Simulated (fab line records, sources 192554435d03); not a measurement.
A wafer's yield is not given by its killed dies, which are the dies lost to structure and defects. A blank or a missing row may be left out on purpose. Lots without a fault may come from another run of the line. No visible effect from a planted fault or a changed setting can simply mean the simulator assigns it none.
A lot that was struck, set against a sound lot :: flow n5-finfet :: 15 out of 1938 route steps
Sound: wafers L485.1, L485.2, L485.3. Struck: wafers L479.3, L479.4, L479.5. The cause comes at the end.
At each step with rows: each side's tool, then ch and its chambers, then its first start. Under that, the readings that differ: sound wafers :: struck wafers :: difference of the means :: sigmas: that difference in standard deviations of wafers without a fault.
alike: a reading whose means differ by less than 2 such deviations, as well as words and numbers matching on both sides. not compared: withheld readings; readings where some wafer has no value; bounds like >300 that might hide an equal value; numbers whose values overlap and for which the record gives no deviation.
The two part at a step that has a row with sigmas, a row that says differs or no value, or rows on one side only. Numbers that don't overlap but have no deviation are shown without sigmas and don't part them. A reading missing from all wafers of one side parts the sides only when that side holds two or more wafers.

N5_HKMG_FIN_ALD_71: deposits TiN, target thk 1 nm, pulse time 1 s, purge time 3 s.
  sound on ald-metal-03 ch 1,2,3, day 9 16:04; struck on ald-metal-04 ch 1,2,3, day 7 22:43
  alike: heater-power-w, precursor-pulse-height-rel
then, 1 step without rows for these wafers: N5_HKMG_FIN_COAT_66 (time 60 s, resist thk 300 nm).
N5_HKMG_FIN_ETCH_67: etches SOC in N2/H2, stops on TiN, target depth 388.9 nm.
  sound on rie-diel-01 ch 1,2,3, day 9 16:41; struck on rie-diel-04 ch 0,2,3, day 7 23:04
  alike: drypump-motor-current-A, n2-flow-sccm, oes-product-au, rf-vpp-V, showerhead-plenum-p-Torr, throttle-valve-pct
  not compared: rf-hours-counter-h
then, 2 steps without rows for these wafers: N5_HKMG_FIN_STRIP_90 (strips SOC in N2/H2, time 20 s); N5_HKMG_FIN_WET_ETCH_73 (etches the open film in SC1, time 42.3 s, target depth 1.3 nm, rinse time 30 s).
N5_HKMG_FIN_ETCHBACK_68: etches the open film in Cl2/Ar, stops on HfO2, target depth 0.5 nm.
  sound on rie-metal-02 ch 0,1, day 9 16:55; struck on rie-metal-02 ch 0,1, day 7 23:19
  alike: drypump-motor-current-A, oes-product-au, throttle-valve-pct
  not compared: rf-hours-counter-h
then, 2 steps without rows for these wafers: N5_HKMG_FIN_STRIP_69 (strips in N2/H2, time 360 s); N5_HKMG_FIN_ALD_21 (deposits TiN, target thk 1.5 nm, pulse time 1 s, purge time 3 s).
N5_HKMG_FIN_ALD_72: deposits W, target thk 2 nm, pulse time 1 s, purge time 2 s.
  sound on cvd-w-01 ch 0,1, day 9 17:48; struck on cvd-w-01 ch 0,1, day 8 00:11
  alike: heater-power-w, precursor-pulse-height-rel
then, 3 steps without rows for these wafers: N5_HKMG_FIN_W_FILL_22 (material W, target thk 60 nm, time 18.2 s); N5_HKMG_FIN_PRECLEAN_83 (cleans in DIW, time 57.5 s); N5_HKMG_FIN_SRD_84 (dry time 32 s).
N5_HKMG_FIN_CMP_23: polishes, stops on SiNx, t overpolish 10 s, target thk 46.326 nm.
  sound on cmp-04 ch 0,1,2, day 9 17:58; struck on cmp-03 ch 1,2,3, day 8 00:20
reading: head-pressure-psi (psi)
sound: 3.987 3.988 3.992
struck: 4.008 4.007 4.005
difference: +0.018
sigmas: +2

reading: platen-rpm (rpm)
sound: 50.37 50.26 50.31
struck: 48.30 48.31 48.31
difference: -2.01
sigmas: -65
  alike: motor-current-A, overpolish-run-s, time-to-endpoint-s
N5_HKMG_FIN_CMP_94: polishes, stops on SiNx, t overpolish 4.7 s, target thk 43.299 nm.
  sound on cmp-04 ch 0,1,2, day 9 18:27; struck on cmp-03 ch 1,2,3, day 8 00:49
  alike: head-pressure-psi, motor-current-A, platen-rpm
then, 1 step without rows for these wafers: N5_PASSIVATION_PROBE_49.

## WHERE THEY PART
N5_HKMG_FIN_CMP_23 only, going by this record. Later steps at which nothing parts them and some readings are alike: N5_HKMG_FIN_CMP_94.

WHY: what the simulator had put in
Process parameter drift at N5_HKMG_FIN_CMP_23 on cmp-03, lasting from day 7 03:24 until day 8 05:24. From 50.289, the setting platen-rpm moved by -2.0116. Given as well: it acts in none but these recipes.
